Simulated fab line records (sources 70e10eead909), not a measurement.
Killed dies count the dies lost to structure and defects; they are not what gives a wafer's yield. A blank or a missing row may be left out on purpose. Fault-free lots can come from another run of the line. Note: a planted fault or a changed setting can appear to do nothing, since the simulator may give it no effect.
A struck lot beside a sound one	flow nand-harc	14 out of 1302 route steps
Sound: the wafers L302.1, L302.2, L302.6. Struck: wafer L297.1 (L297.4, L297.6, from the same lot, were not struck and are left out); the cause is given at the end.
For every step that has rows: the tool of each side, followed by ch and its chambers, followed by its first start. Under that, the readings that differ: sound wafers	struck wafers	difference of the means	sigmas: that difference in standard deviations of wafers without a fault.
alike: a reading whose means differ by less than 2 such deviations, as well as words and numbers matching on both sides. not compared: withheld readings; readings where some wafer has no value; bounds like >300 that might hide an equal value; numbers whose values overlap and for which the record gives no deviation.
Wherever a step has rows on one side only, a row that says differs or no value, or a row with sigmas, the two part there. Non-overlapping numbers with no deviation appear without sigmas and do not part them. A reading missing from all wafers of one side parts the sides only when that side holds two or more wafers.

first, 8 steps without rows for these wafers: NHARC_A_BLC_COAT_02 (time 75 s); NHARC_A_BLC_COAT_03 (time 65 s); NHARC_A_BLC_COAT_04 (resist thk 90 nm); NHARC_A_BLC_SOFTBAKE_05 (time 55 s); NHARC_A_BLC_EBR_06; NHARC_A_BLC_EXPOSE_07 (exposes mask A BLC, target cd 100 nm); NHARC_A_BLC_PEB_08 (peb time 65 s); NHARC_A_BLC_DEVELOP_09 (develop time 35 s).
NHARC_A_BLC_CD_MEAS_10: target cd 100 nm.
  sound on cd-sem-01 ch 0, day 30 14:47; struck on cd-sem-03 ch 0, day 28 18:15
  alike: cd-nm
NHARC_A_BLC_OVL_MEAS_11:
  struck on overlay-01, day 28 18:20; sound on overlay-01, day 30 14:53
reading	sound	struck	difference	sigmas
overlay-x-nm (nm)	-1.4 -1.2 -1.1	0.2	+1.4	+2
overlay-y-nm (nm)	-1.1 -0.8 -1.4	1.4	+2.5	+3
NHARC_A_BLC_INSPECT_12:
  struck on defect-inspect-02, day 28 18:22; sound on defect-inspect-02, day 30 14:55
  alike: raw-defect-count
NHARC_A_BLC_DESCUM_15: chemistry O2, time 3 s.
  sound on rie-diel-07 ch 0,2,3, day 30 14:59; struck on rie-diel-05 ch 0, day 28 18:27
  alike: drypump-motor-current-A, oes-product-au, rf-vpp-V, showerhead-plenum-p-Torr, throttle-valve-pct
  not compared: rf-hours-counter-h
NHARC_A_BLC_ETCH_16: etches the open film in CF4, target depth 39 nm, time 65 s.
  sound on rie-diel-07 ch 0,2, day 30 15:04; struck on rie-diel-05 ch 0, day 28 18:46
reading	sound	struck	difference	sigmas
rf-vpp-V (V)	149.6 151.2 151.6	153.9	+3.1	+3
run-length-s (s)	86.5 86.3 86.0	72.5	-13.8	-34
  alike: drypump-motor-current-A, oes-product-au, showerhead-plenum-p-Torr, throttle-valve-pct
  not compared: rf-fwd-power-W, rf-hours-counter-h
NHARC_A_BLC_ETCH_17: etches the open film in N2/H2, target depth 390 nm, time 609.38 s.
  sound: rie-diel-07 ch 0,3; struck: rie-diel-05 ch 0
reading	sound	struck	difference	sigmas
run-length-s (s)	630.6 629.9 629.9	631.3	+1.2	+3
  alike: drypump-motor-current-A, oes-product-au, rf-fwd-power-W, rf-vpp-V, showerhead-plenum-p-Torr, throttle-valve-pct
  not compared: rf-hours-counter-h

== WHERE THEY PART ==
At NHARC_A_BLC_OVL_MEAS_11 first; at NHARC_A_BLC_ETCH_17 last (within this record only).

WHY: the cause the simulator had injected
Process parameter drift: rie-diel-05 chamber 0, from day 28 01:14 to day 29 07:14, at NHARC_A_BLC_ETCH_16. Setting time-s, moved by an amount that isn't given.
